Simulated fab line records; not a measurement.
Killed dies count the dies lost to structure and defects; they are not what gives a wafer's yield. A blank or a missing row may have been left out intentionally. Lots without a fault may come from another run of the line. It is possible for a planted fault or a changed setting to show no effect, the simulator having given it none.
Split-lot trial / flow n5-finfet / route with 1938 steps; 7 lots, 21 wafers read

== ABOUT THE SPLIT ==
At N5_GATE_CUT_COAT_07 (resist thk 30 nm), the setting spin-rpm was moved away from the recipe's 1500 rpm on 8 of the 21 wafers read, by -10.7% to +9.5%. All remaining wafers had this setting at the recipe value.

== FROM THE SPLIT TO THE READING: what the file shows between them, 4 steps ==
- N5_GATE_CUT_EBR_09
- N5_GATE_CUT_SOFTBAKE_08: time 60 s
- N5_GATE_CUT_EXPOSE_10: exposes mask GATE CUT, target cd 20 nm
- N5_GATE_CUT_PEB_11: peb time 60 s

== THE READING ==
CAR-EUV_of_GATE_CUT_COAT_07.thk-nm (the simulator's own value, which no gauge read), in nm, at N5_GATE_CUT_DEVELOP_12 (develop time 30 s). The file gives no usual value for it. The 13 wafers here that ran the recipe average 29.6 nm, standard deviation 0.084 nm.

wafer=L074.1; tool, chamber at the split=litho-track-04, 0; spin-rpm as run, rpm=1407; against the recipe=-6.2%; CAR-EUV_of_GATE_CUT_COAT_07.thk-nm, nm=30.4; against lot-mates on the recipe=+0.9
wafer=L074.3; tool, chamber at the split=litho-track-04, 0; spin-rpm as run, rpm=1500; against the recipe=recipe; CAR-EUV_of_GATE_CUT_COAT_07.thk-nm, nm=29.4; against lot-mates on the recipe=-
wafer=L074.4; tool, chamber at the split=litho-track-04, 0; spin-rpm as run, rpm=1500; against the recipe=recipe; CAR-EUV_of_GATE_CUT_COAT_07.thk-nm, nm=29.6; against lot-mates on the recipe=-
wafer=L077.2; tool, chamber at the split=litho-track-04, 0; spin-rpm as run, rpm=1500; against the recipe=recipe; CAR-EUV_of_GATE_CUT_COAT_07.thk-nm, nm=29.6; against lot-mates on the recipe=-
wafer=L077.3; tool, chamber at the split=litho-track-04, 0; spin-rpm as run, rpm=1426; against the recipe=-4.9%; CAR-EUV_of_GATE_CUT_COAT_07.thk-nm, nm=30.4; against lot-mates on the recipe=+0.8
wafer=L077.6; tool, chamber at the split=litho-track-04, 0; spin-rpm as run, rpm=1426; against the recipe=-4.9%; CAR-EUV_of_GATE_CUT_COAT_07.thk-nm, nm=30.2; against lot-mates on the recipe=+0.6
wafer=L078.1; tool, chamber at the split=litho-track-05, 0; spin-rpm as run, rpm=1340; against the recipe=-10.7%; CAR-EUV_of_GATE_CUT_COAT_07.thk-nm, nm=31.2; against lot-mates on the recipe=+1.6
wafer=L078.2; tool, chamber at the split=litho-track-05, 0; spin-rpm as run, rpm=1340; against the recipe=-10.7%; CAR-EUV_of_GATE_CUT_COAT_07.thk-nm, nm=31.2; against lot-mates on the recipe=+1.6
wafer=L078.6; tool, chamber at the split=litho-track-05, 0; spin-rpm as run, rpm=1500; against the recipe=recipe; CAR-EUV_of_GATE_CUT_COAT_07.thk-nm, nm=29.6; against lot-mates on the recipe=-
wafer=L080.2; tool, chamber at the split=litho-track-02, 0; spin-rpm as run, rpm=1500; against the recipe=recipe; CAR-EUV_of_GATE_CUT_COAT_07.thk-nm, nm=29.6; against lot-mates on the recipe=-
wafer=L080.3; tool, chamber at the split=litho-track-02, 0; spin-rpm as run, rpm=1500; against the recipe=recipe; CAR-EUV_of_GATE_CUT_COAT_07.thk-nm, nm=29.6; against lot-mates on the recipe=-
wafer=L080.5; tool, chamber at the split=litho-track-02, 0; spin-rpm as run, rpm=1500; against the recipe=recipe; CAR-EUV_of_GATE_CUT_COAT_07.thk-nm, nm=29.6; against lot-mates on the recipe=-
wafer=L082.2; tool, chamber at the split=litho-track-04, 0; spin-rpm as run, rpm=1500; against the recipe=recipe; CAR-EUV_of_GATE_CUT_COAT_07.thk-nm, nm=29.6; against lot-mates on the recipe=-
wafer=L082.3; tool, chamber at the split=litho-track-04, 0; spin-rpm as run, rpm=1500; against the recipe=recipe; CAR-EUV_of_GATE_CUT_COAT_07.thk-nm, nm=29.6; against lot-mates on the recipe=-
wafer=L082.5; tool, chamber at the split=litho-track-04, 0; spin-rpm as run, rpm=1500; against the recipe=recipe; CAR-EUV_of_GATE_CUT_COAT_07.thk-nm, nm=29.6; against lot-mates on the recipe=-
wafer=L086.1; tool, chamber at the split=litho-track-05, 0; spin-rpm as run, rpm=1500; against the recipe=recipe; CAR-EUV_of_GATE_CUT_COAT_07.thk-nm, nm=29.6; against lot-mates on the recipe=-
wafer=L086.5; tool, chamber at the split=litho-track-05, 0; spin-rpm as run, rpm=1500; against the recipe=recipe; CAR-EUV_of_GATE_CUT_COAT_07.thk-nm, nm=29.4; against lot-mates on the recipe=-
wafer=L086.6; tool, chamber at the split=litho-track-05, 0; spin-rpm as run, rpm=1396; against the recipe=-6.9%; CAR-EUV_of_GATE_CUT_COAT_07.thk-nm, nm=30.6; against lot-mates on the recipe=+1.1
wafer=L095.1; tool, chamber at the split=litho-track-04, 0; spin-rpm as run, rpm=1643; against the recipe=+9.5%; CAR-EUV_of_GATE_CUT_COAT_07.thk-nm, nm=28.2; against lot-mates on the recipe=-1.2
wafer=L095.3; tool, chamber at the split=litho-track-04, 0; spin-rpm as run, rpm=1643; against the recipe=+9.5%; CAR-EUV_of_GATE_CUT_COAT_07.thk-nm, nm=28.2; against lot-mates on the recipe=-1.2
wafer=L095.4; tool, chamber at the split=litho-track-04, 0; spin-rpm as run, rpm=1500; against the recipe=recipe; CAR-EUV_of_GATE_CUT_COAT_07.thk-nm, nm=29.4; against lot-mates on the recipe=-

THE FIT
A straight line over all 21 wafers: CAR-EUV_of_GATE_CUT_COAT_07.thk-nm changes by -0.148 nm for each +1% of spin-rpm; r = -0.99; the points scatter about the line by 0.083 nm.
The same after taking each lot's own level away (the mean of its wafers on the recipe; 21 wafers): -0.14 nm for each +1%; r = -0.99; scatter 0.078 nm.
The reading moves by 1.5 nm for the largest change in spin-rpm, on that fit.
The lots' own levels span 29.40 to 29.60 nm, that is 2.4 times the standard deviation above.
Hence the lot-to-lot level has little effect on the slope; both slopes agree.
Check: +1.51 nm against its lot-mates is what the line predicts for one of the wafers moved furthest among these (-10.7%) when that wafer is left out of the fit. It came out at +1.6 nm against them.

== OTHER SPLITS ON THESE WAFERS ==
Note: prior to the reading, these wafers also went through further splits. Each is held against what the fit with the lots' levels taken away leaves over:
other split on the same wafers=N5_HKMG_FIN_ETCH_35 bias-w; wafers away from the commonest value=9; r with CAR-EUV_of_GATE_CUT_COAT_07.thk-nm (lot level and that fit taken away)=+0.33
other split on the same wafers=N5_HKMG_FIN_ETCH_86 target-depth-a; wafers away from the commonest value=4; r with CAR-EUV_of_GATE_CUT_COAT_07.thk-nm (lot level and that fit taken away)=+0.27

== THE WHOLE CHAIN: every reading that the file lists as answering this split, in the file's order ==
step=N5_GATE_CUT_COAT_07; what it does=resist thk 30 nm; reading=CAR-EUV_of_GATE_CUT_COAT_07.thk-nm (the simulator's own value, which no gauge read); change (the file's fit)=-0.151 nm for each +1% of the setting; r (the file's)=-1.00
step=N5_GATE_CUT_DEVELOP_12; what it does=develop time 30 s; reading=CAR-EUV_of_GATE_CUT_COAT_07.thk-nm (the simulator's own value, which no gauge read); change (the file's fit)=-0.143 nm for each +1% of the setting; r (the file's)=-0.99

== THE FILE'S OWN FIT ==
CAR-EUV_of_GATE_CUT_COAT_07.thk-nm changes by -0.143 nm for each +1% of spin-rpm, r = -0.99.
